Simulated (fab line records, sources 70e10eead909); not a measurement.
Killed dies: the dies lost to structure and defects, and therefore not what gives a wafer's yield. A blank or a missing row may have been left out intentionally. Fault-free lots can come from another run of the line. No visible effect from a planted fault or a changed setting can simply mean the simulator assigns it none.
fab line records	flow nand-harc
record: lots: 12	wafers: 36	last-day: 24
route steps=1159 shown P_ZERO_WELL@44 P_STI@89 P_GATE@182 END@1159
lots that met no fault: taken from a fault-free run of the same line
start-h: the number of hours between the record's first day and the start of the first shown wafer of the lot	wait-h: time in hours since the lot's previous step	" unchanged from the row above	L1.1+2: one row covering several wafers at once	- no value, or no start given	* or withheld: withheld	< > ~ a bound
route shown NAME@n: NAME is a module with steps in the file, n the number in the route of the first one	usual: mean/standard deviation taken from wafers without a fault	same: alike in all rows	chamber/n: place in a boat	sites: per-site readings	_std_site: their standard deviation	_edge_site: the outer-site mean with the inner-site mean subtracted	radius-mm: for every site, how far away it sits from the centre of the wafer	mask NAME#n: copy n	behind: the last tool/chamber to shape the wafer	hold: what put the lot on hold/how long, in hours/how the hold closed	device: which transistor (n, p or np) failed to switch	end of line: tests of these same wafers at the route's end	where a step has no rows: the recipe by itself	killed: dies lost to structure and defects at the first sort, not the wafer's yield	map: a wafer's dies, marking killed ones x, the rest . and places with no die _
set.NAME: the setting the step ran with; set.NAME@STEP: the setting that earlier step ran with	model.NAME: the simulator's own value behind a step, which no gauge read
a sample of lots followed through the steps of the route, with each step as a table and each wafer as a row
services: the hour from which a tool's chamber was out of use, counted from the record's first day as start-h (under 0 if before that day), plus the number of hours and why
== steps ==
step: NHARC_P_ZERO_WELL_CD_MEAS_37
recipe: target-cd-nm: 720	landing-energy-ev: 500
usual: cd-nm: 719.1/2.1
lot.wafer	tool	chamber	start-h	wait-h	cd-nm
L139.2	cd-sem-03	0	16.14	-	717.0
L139.4	"	0	"	"	716.8
L139.6	"	0	"	"	716.8
L142.3	cd-sem-03	0	33.97	-	718.4
L142.5	"	0	"	"	718.4
L142.6	"	0	"	"	719.5
L143.3	cd-sem-02	0	39.97	-	718.7
L143.5	"	0	"	"	717.6
L143.6	"	0	"	"	720.6
L144.1	cd-sem-02	0	46.25	-	720.3
L144.2	"	0	"	"	718.0
L144.5	"	0	"	"	720.6
L145.1	cd-sem-01	0	52.10	-	721.2
L145.2	"	0	"	"	720.8
L145.3	"	0	"	"	717.8
L146.1	cd-sem-03	0	57.95	-	717.9
L146.4	"	0	"	"	719.6
L146.5	"	0	"	"	719.1
L147.3	cd-sem-01	0	64.00	-	714.9
L147.4	"	0	"	"	718.9
L147.5	"	0	"	"	717.0
L148.2	cd-sem-02	0	70.42	-	722.7
L148.3	"	0	"	"	717.9
L148.5	"	0	"	"	721.7
L151.1	cd-sem-02	0	88.29	-	719.2
L151.2	"	0	"	"	718.6
L151.6	"	0	"	"	722.2
L155.2	cd-sem-02	0	112.14	-	715.9
L155.3	"	0	"	"	718.2
L155.6	"	0	"	"	718.8
L158.2	cd-sem-02	0	130.09	-	717.1
L158.4	"	0	"	"	720.6
L158.5	"	0	"	"	718.5
L162.1	cd-sem-03	0	154.37	-	721.0
L162.5	"	0	"	"	719.6
L162.6	"	0	"	"	717.9
step: NHARC_P_STI_ETCH_31
recipe: target-depth-a: 1089	time-s: 54.5	cf4-flow-sccm: 100	chf3-flow-sccm: 30	ar-flow-sccm: 0	rf-w: 500	bias-w: 200	chemistry: CF4/CHF3
usual: bias-w: 200.0/0.57	drypump-motor-current-A: 5.6/0.47	mfc-ar-sccm: 0.013/0.013	oes-product-au: 0.961/0.021	rf-vpp-V: 370.8/2.4	showerhead-plenum-p-Torr: 1.58/0.069	throttle-valve-pct: 16.802/0.009
lot.wafer	tool	chamber	start-h	wait-h	bias-w	drypump-motor-current-A	mfc-ar-sccm	oes-product-au	rf-hours-counter-h	rf-vpp-V	showerhead-plenum-p-Torr	throttle-valve-pct
L139.2	rie-diel-10	1	-	-	200.5	5.8	0	0.982	0.8	372.4	1.61	16.784
L139.4	"	3	"	"	200.0	5.4	0.031	0.967	0.7	374.3	1.69	16.784
L139.6	"	1	"	"	200.0	5.8	0	0.989	-	371.0	1.61	16.801
L142.3	rie-diel-10	2	-	-	199.6	5.0	0	0.994	1.2	368.1	1.52	16.800
L142.5	"	3	"	"	200.1	5.4	0.031	0.970	-	374.7	1.69	16.804
L142.6	"	0	"	"	199.3	5.1	0.023	0.948	-	368.9	1.50	16.796
L143.3	rie-diel-09	1	-	-	199.9	5.8	0.034	0.958	8.6	370.5	1.59	16.810
L143.6	"	3	"	"	199.4	5.7	0.021	0.970	-	375.0	1.66	16.811
L143.5	"	0	"	"	198.9	5.5	0.012	0.945	-	367.2	1.49	16.821
L144.2	rie-diel-10	1	-	-	199.7	5.8	0	0.977	1.5	373.4	1.61	16.818
L144.1	"	2	"	"	199.7	5.0	0	0.988	1.5	369.1	1.52	16.804
L144.5	"	3	"	"	200.3	5.4	0.031	0.964	-	373.9	1.69	16.805
L145.1	rie-diel-02	1	-	-	199.9	5.1	0	0.964	2.8	368.7	1.51	16.804
L145.3	"	2	"	"	199.8	5.3	0	0.983	3.3	370.5	1.55	16.800
L145.2	"	0	"	"	199.9	5.5	0	0.951	3.3	374.7	1.68	16.802
L146.4	rie-diel-02	0	-	-	200.2	5.5	0	0.921	3.7	374.6	1.68	16.803
L146.1	"	1	"	"	200.4	5.2	0	0.909	3.3	369.4	1.51	16.800
L146.5	"	3	"	"	200.1	6.7	0	0.909	-	373.0	1.64	16.802
L147.4	rie-diel-02	2	-	-	200.0	5.3	0	0.940	3.9	369.2	1.55	16.807
L147.3	"	3	"	"	199.7	6.7	0	0.928	3.8	373.0	1.64	16.816
L147.5	"	2	"	"	200.6	5.3	0	0.934	-	370.7	1.55	16.808
L148.3	rie-diel-09	2	-	-	200.6	6.5	0.024	0.971	0.1	371.8	1.56	16.785
L148.2	"	1	"	"	199.4	5.8	0.034	0.963	0.1	371.5	1.59	16.810
L148.5	"	3	"	"	200.0	5.7	0.021	0.984	-	373.0	1.66	16.794
L151.2	rie-diel-10	1	-	-	199.8	5.8	0	0.946	2.6	370.6	1.61	16.784
L151.1	"	2	"	"	200.5	4.9	0	0.970	2.5	367.6	1.52	16.812
L151.6	"	2	"	"	200.2	4.9	0	0.972	-	368.9	1.52	16.793
L155.2	rie-diel-10	0	-	-	200.4	5.1	0.023	0.942	1.9	368.7	1.50	16.802
L155.3	"	1	"	"	199.9	5.8	0	0.962	3.1	372.8	1.61	16.798
L155.6	"	1	"	"	198.6	5.8	0	0.955	-	371.1	1.61	16.805
L158.4	rie-diel-09	1	-	-	200.4	5.8	0.034	0.961	2.9	372.5	1.59	16.827
L158.2	"	3	"	"	199.4	5.7	0.021	0.979	3.2	373.7	1.66	16.814
L158.5	"	0	"	"	199.8	5.5	0.012	0.976	-	369.1	1.49	16.810
L162.1	rie-diel-10	1	-	-	200.2	5.8	0	0.975	4.1	372.3	1.61	16.801
L162.6	"	2	"	"	199.6	4.9	0	1.005	-	369.1	1.52	16.791
L162.5	"	3	"	"	199.9	5.4	0.031	0.962	-	374.3	1.69	16.809
step: NHARC_P_GATE_EXPOSE_56
recipe: na: 0.6	target-cd-nm: 720	dose-mj: 14.81	mask-id: P_PSD
lot.wafer	tool	chamber	start-h	wait-h	mask
L139.2+4+6	krf-scanner-02	0	99.16	-	P_PSD#0
L142.3+5+6	krf-scanner-03	0	118.30	-	P_PSD#0
L143.3+5+6	krf-scanner-02	0	124.61	-	P_PSD#0
L144.1+2+5	krf-scanner-04	0	133.84	-	P_PSD#0
L145.1+2+3	krf-scanner-02	0	141.60	-	P_PSD#0
L147.3+4+5	krf-scanner-03	0	148.51	-	P_PSD#0
L146.1+4+5	krf-scanner-02	0	149.11	-	P_PSD#0
L148.2+3+5	krf-scanner-04	0	152.08	-	P_PSD#0
L151.1+2+6	krf-scanner-03	0	179.16	-	P_NSD#0
L155.2+3+6	krf-scanner-04	0	192.42	-	P_PSD#0
L158.2+4+5	krf-scanner-03	0	214.91	-	P_PSD#0
L162.1+5+6	krf-scanner-02	0	237.21	-	P_PSD#0
step: NHARC_P_GATE_CD_MEAS_59
recipe: target-cd-nm: 720	landing-energy-ev: 500
usual: cd-nm: 718.5/2.6
lot.wafer	tool	chamber	start-h	wait-h	cd-nm
L139.2	cd-sem-02	0	99.31	-	718.3
L139.4	"	0	"	"	716.4
L139.6	"	0	"	"	719.1
L142.3	cd-sem-01	0	118.45	-	720.8
L142.5	"	0	"	"	717.7
L142.6	"	0	"	"	722.2
L143.3	cd-sem-03	0	124.76	-	717.9
L143.5	"	0	"	"	719.8
L143.6	"	0	"	"	714.8
L144.1	cd-sem-01	0	134.00	-	716.3
L144.2	"	0	"	"	717.7
L144.5	"	0	"	"	717.1
L145.1	cd-sem-03	0	141.76	-	721.5
L145.2	"	0	"	"	720.7
L145.3	"	0	"	"	719.7
L147.3	cd-sem-01	0	148.66	-	714.8
L147.4	"	0	"	"	715.7
L147.5	"	0	"	"	715.8
L146.1	cd-sem-01	0	149.26	-	722.8
L146.4	"	0	"	"	714.2
L146.5	"	0	"	"	721.1
L148.2	cd-sem-03	0	152.23	-	718.5
L148.3	"	0	"	"	716.7
L148.5	"	0	"	"	716.5
L151.1	cd-sem-03	0	179.32	-	-
L151.2	"	0	"	"	-
L151.6	"	0	"	"	-
L155.2	cd-sem-03	0	192.58	-	720.0
L155.3	"	0	"	"	720.7
L155.6	"	0	"	"	718.9
L158.2	cd-sem-02	0	215.07	-	718.1
L158.4	"	0	"	"	718.0
L158.5	"	0	"	"	718.2
L162.1	cd-sem-03	0	237.37	-	716.1
L162.5	"	0	"	"	715.6
L162.6	"	0	"	"	718.9
step: NHARC_P_GATE_DESCUM_93
recipe: time-s: 3	o2-flow-sccm: 200	ar-flow-sccm: 0	bias-power-w: 0	chemistry: O2
usual: drypump-motor-current-A: 5.7/0.44	mfc-ar-sccm: 0.005/0.0068	oes-product-au: 1.002/0.013	rf-vpp-V: 57.6/0.85	showerhead-plenum-p-Torr: 1.90/0.095	throttle-valve-pct: 11.310/0.0091
lot.wafer	tool	chamber	start-h	wait-h	drypump-motor-current-A	mfc-ar-sccm	oes-product-au	rf-hours-counter-h	rf-vpp-V	showerhead-plenum-p-Torr	throttle-valve-pct
L139.4	rie-diel-03	1	101.56	-	5.4	0	1.009	11	58.7	2.06	11.316
L139.2	"	2	"	"	5.8	0.018	1.015	11	57.0	1.94	11.311
L139.6	"	3	"	"	6.5	0.016	0.985	-	56.9	1.83	11.301
L142.3	rie-diel-08	2	120.33	-	5.0	0	0.979	52	56.3	1.83	11.307
L142.6	"	2	"	"	5.0	0	0.979	-	58.3	1.83	11.306
L142.5	"	3	"	"	5.3	0	1.000	-	56.7	1.80	11.313
L143.3	rie-diel-03	2	126.65	-	5.8	0.018	1.006	17	58.0	1.94	11.331
L143.5	"	0	"	"	5.9	0	0.997	-	57.9	1.87	11.321
L143.6	"	1	"	"	5.4	0	1.001	-	58.2	2.06	11.296
L144.2	rie-diel-13	3	135.87	-	6.1	0.004	0.988	9	58.0	2.07	11.302
L144.1	"	1	"	"	6.0	0.007	1.003	10	57.6	1.88	11.315
L144.5	"	0	"	"	6.2	0	0.990	-	56.5	1.83	11.310
L145.1	rie-diel-08	3	143.54	-	5.3	0	1.001	5	58.1	1.79	11.310
L145.2	"	0	"	"	5.4	0	1.024	5	57.2	1.84	11.322
L145.3	"	2	"	"	5.0	0	0.981	5	57.3	1.83	11.308
L147.4	rie-diel-03	1	150.61	-	5.4	0	1.000	-	58.2	2.06	11.312
L147.3	"	2	"	"	5.8	0.018	1.017	-	58.6	1.94	11.307
L147.5	"	1	"	"	5.4	0	1.008	-	58.6	2.06	11.323
L146.1	rie-diel-03	2	151.16	-	5.8	0.018	1.019	21	58.0	1.94	11.309
L146.4	"	2	"	"	5.8	0.018	1.020	-	57.9	1.94	11.308
L146.5	"	2	"	"	5.8	0.018	1.019	-	58.0	1.94	11.306
L148.3	rie-diel-13	3	154.01	-	6.1	0.004	0.983	17	57.7	2.07	11.314
L148.2	"	2	"	"	5.0	0	0.999	16	56.6	1.89	11.312
L148.5	"	3	"	"	6.2	0.004	0.988	-	57.5	2.07	11.309
L151.2	rie-diel-08	1	181.25	-	6.0	0.007	1.021	19	57.0	1.81	11.307
L151.1	"	3	"	"	5.4	0	1.006	22	57.3	1.79	11.317
L151.6	"	2	"	"	5.0	0	0.976	-	58.7	1.83	11.296
L155.3	rie-diel-03	1	194.45	-	5.4	0	1.020	27	57.6	2.05	11.299
L155.2	"	0	"	"	5.8	0	0.996	26	58.8	1.87	11.302
L155.6	"	1	"	"	5.3	0	1.000	-	58.4	2.05	11.308
L158.4	rie-diel-13	2	217.29	-	5.0	0	0.992	32	57.6	1.89	11.313
L158.2	"	0	"	"	6.2	0	1.007	34	57.0	1.82	11.302
L158.5	"	2	"	"	5.0	0	0.995	-	56.7	1.89	11.310
L162.1	rie-diel-13	0	239.26	-	6.2	0	1.010	45	58.2	1.82	11.292
L162.6	"	0	"	"	6.1	0	1.013	-	56.6	1.82	11.316
L162.5	"	1	"	"	6.0	0.007	0.999	-	57.4	1.87	11.308
step: NHARC_END_SORT_01
recipe: temp-c: 25
usual: killed-at-array: 27/11	killed-at-other: 0.7/1.1	killed-at-periphery: 3.6/2.4	killed-dies: 32/11	killed-open: 3.3/1.8	killed-short: 2.1/1.5
same: gross-dies: 677
lot.wafer	tool	chamber	start-h	wait-h	killed-at-array	killed-at-other	killed-at-periphery	killed-dies	killed-open	killed-short
L151.1	prober-01	0	509.93	2.5	40	0	637	677	7	3
L151.2	prober-01	0	510.73	2.8	27	0	650	677	4	0
L151.6	prober-01	0	513.92	4.0	34	0	643	677	5	0
killed by level:class
L151.1 P_GATE:area-expose=636 A_SLIT:chamber-film-flake=14 A_CONTACT:chamber-film-flake=8 A_CHANNEL_HOLE_D1:chamber-film-flake=6 A_SOURCE_PLATE:geometric-particle:open=3 A_STAIRCASE:chamber-film-flake=2 A_CHANNEL_FILL_D1:geometric-particle:open=1 A_SGD_CUT:geometric-particle:short=1
L151.2 P_GATE:area-expose=647 A_SLIT:chamber-film-flake=10 A_CONTACT:chamber-film-flake=9 A_CHANNEL_HOLE_D1:chamber-film-flake=3 P_M1:chamber-film-flake=2 A_ONON_D1:geometric-particle:open=1 A_CONTACT:geometric-particle:open=1 A_BLC:geometric-particle:open=1
L151.6 P_GATE:area-expose=641 A_SLIT:chamber-film-flake=12 A_CONTACT:chamber-film-flake=11 A_CHANNEL_HOLE_D1:chamber-film-flake=6 A_CONTACT:geometric-particle:open=2 P_GATE:geometric-particle:open=1 A_ONON_D1:geometric-particle:open=1 A_M0:geometric-particle:open=1
== services ==
tool	chamber	start-h	hours	kind
rie-diel-10	1	9.27	2.8	repair
rie-diel-10	2	10.43	2.7	repair
rie-diel-10	0	17.20	9.3	repair
rie-diel-13	2	32.08	17.1	repair
rie-diel-03	3	33.71	5.0	repair
rie-diel-10	0	36.49	4.6	repair
krf-scanner-02	-	38.00	4.0	pm
rie-diel-03	-	38.30	9.0	pm
krf-scanner-03	-	45.33	11.3	repair
rie-diel-10	0	59.51	14.3	repair
rie-diel-13	-	63.77	2.0	repair
krf-scanner-03	-	90.23	0.5	repair
rie-diel-13	-	99.04	9.0	pm
rie-diel-10	0	117.98	4.1	repair
rie-diel-10	3	123.77	14.3	repair
rie-diel-03	0	146.55	8.5	repair
krf-scanner-02	-	146.58	2.1	repair
rie-diel-03	3	147.82	10.4	repair
rie-diel-10	1	156.65	7.9	repair
krf-scanner-03	-	168.00	4.0	pm
rie-diel-10	-	176.50	9.0	pm
krf-scanner-03	-	188.82	7.6	repair
krf-scanner-02	-	210.00	4.0	pm
rie-diel-03	-	215.31	9.0	pm
== key ==
first-sign: step: NHARC_P_GATE_EXPOSE_56	reading: mask	direction: changed
effect: step: NHARC_P_GATE_CD_MEAS_59	reading: cd-nm	direction: missing
effect: step: NHARC_END_SORT_01	reading: killed-at-periphery	direction: up	sigmas: 99+	usual: 3.6	struck: 643.3
more-kills-born-at: NHARC_P_GATE_EXPOSE_56@krf-scanner-03: 1924
met-at NHARC_P_GATE_EXPOSE_56
struck-lots L151
later-rows-left-out L151.1,L151.2,L151.6
tester-left-out L151
not-acting-at NHARC_P_ZERO_WELL_CD_MEAS_37,NHARC_P_STI_ETCH_31,NHARC_P_GATE_DESCUM_93
onset-between 148.51 179.16
fault: kind: wrong-mask	tool: any	chamber: -	onset-h: 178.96	steps: NHARC_P_GATE_EXPOSE_56	aux-copy: P_NSD#0	scope: struck-lots-only
tester-left-out: of these lots the tester's yield and bins aren't shown, on N5 and GAA mostly nor the transistor test; their killed dies are dies lost to structure and defects alone, not to doping, threshold or leakage, so they don't give the yield
later-rows-left-out: the simulator's readings of these wafers behind a module that went badly wrong aren't trusted and aren't shown, but for the sort
